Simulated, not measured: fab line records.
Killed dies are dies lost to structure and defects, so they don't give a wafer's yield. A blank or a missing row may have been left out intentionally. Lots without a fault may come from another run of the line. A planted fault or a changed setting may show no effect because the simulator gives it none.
2 desks, one fault	flow nandHarc	every desk sees just its own numbers, and what lay behind them comes last

== AT THE METROLOGY DESK ==
What the gauges read for every lot (on any tool): the sampled wafers with a number, averaged. Marked OUT: a lot whose mean sits more than 4 standard deviations from the usual mean, which makes it out of limits; the brackets give that distance.
Columns: A = overlayXNm at NHARC_A_CONTACT_OVL_MEAS_43, usual 0.0 nm; B = overlayYNm at NHARC_A_CONTACT_OVL_MEAS_43, usual -0.1 nm
lot	first seen here	A	B
L112	day 17 01:27	0.5	-0.6
L113	day 17 08:46	-1.5	-1.8
L114	day 17 09:28	-0.5	0.4
L116	day 18 02:20	-0.0	0.5
L118	day 18 20:10	-0.3	1.5
L119	day 19 00:14	-0.4	-0.2
L120	day 19 03:31	0.3	-0.3
L126	day 20 15:56	0.6	0.4
L127	day 21 14:59	-0.9	0.1
L130	day 21 20:38	-0.8	-0.0
L128	day 22 01:14	0.5	-2.0
L131	day 22 06:45	-0.4	-0.3
L134	day 22 18:50	-0.3	0.0
L135	day 22 20:57	1.0	0.9
This desk's finding: nothing out of limits on any of the 14 lots.

== FOR THE TOOL OWNER'S DESK: rieDiel-13 ==
The tool's own readings at NHARC_A_CONTACT_ETCH_49 (etches the open film in N2/H2, target depth 260 nm, time 475.3 s): means of the sampled wafers that have a number, for each lot that ran on this tool. Marked OUT: a lot whose mean sits more than 4 standard deviations from the usual mean, which makes it out of limits; the brackets give that distance.
Columns: A = drypumpMotorCurrentA at NHARC_A_CONTACT_ETCH_49, usual 5.6 A; B = oesProductAu at NHARC_A_CONTACT_ETCH_49, usual 1.000 a.u.; C = rfVppV at NHARC_A_CONTACT_ETCH_49, usual 430 V; D = runLengthS at NHARC_A_CONTACT_ETCH_49, usual 496.7 s; E = showerheadPlenumPTorr at NHARC_A_CONTACT_ETCH_49, usual 2.03 Torr; F = throttleValvePct at NHARC_A_CONTACT_ETCH_49, usual 14.170 %
lot	first seen here	A	B	C	D	E	F
L112	day 17 01:46	5.8	0.999	429	496.6	1.96	14.172
L113	day 17 09:04	6.1	1.000	430	496.7	2.00	14.174
L118	day 18 20:37	5.3	0.990	430	465.9 (-70) OUT	2.02	14.180
L119	day 19 00:31	6.2	0.995	428	465.4 (-71) OUT	1.97	14.168
L120	day 19 03:50	5.9	1.003	430	475.7 (-48) OUT	2.02	14.164
L134	day 22 19:08	5.6	1.009	432	496.7	2.08	14.169
L135	day 22 21:16	6.1	0.999	433	496.5	2.11	14.167
Finding of this desk: L118, L119, L120 out of limits; the first was L118 at day 18 20:37, on runLengthS at NHARC_A_CONTACT_ETCH_49. Within limits: L112, L113, L134, L135.

== PUT TOGETHER ==
The tool owner's desk could have raised an alarm at day 18 20:37, on L118, L119, L120.
At the metrology desk, nothing out of limits was observed.
The metrology desk holds a record of L118, L119, L120, inside its limits.
On rieDiel-13, each named lot ran NHARC_A_CONTACT_ETCH_49.

== WHAT HAD BEEN PUT IN BY THE SIMULATOR ==
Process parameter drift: rieDiel-13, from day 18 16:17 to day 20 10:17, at NHARC_A_CONTACT_ETCH_49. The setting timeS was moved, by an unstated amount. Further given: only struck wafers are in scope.
Lots struck among those shown: L118, L119, L120.
Each desk's first reading out of limits, in hours after the fault started: the tool owner's desk, 4.
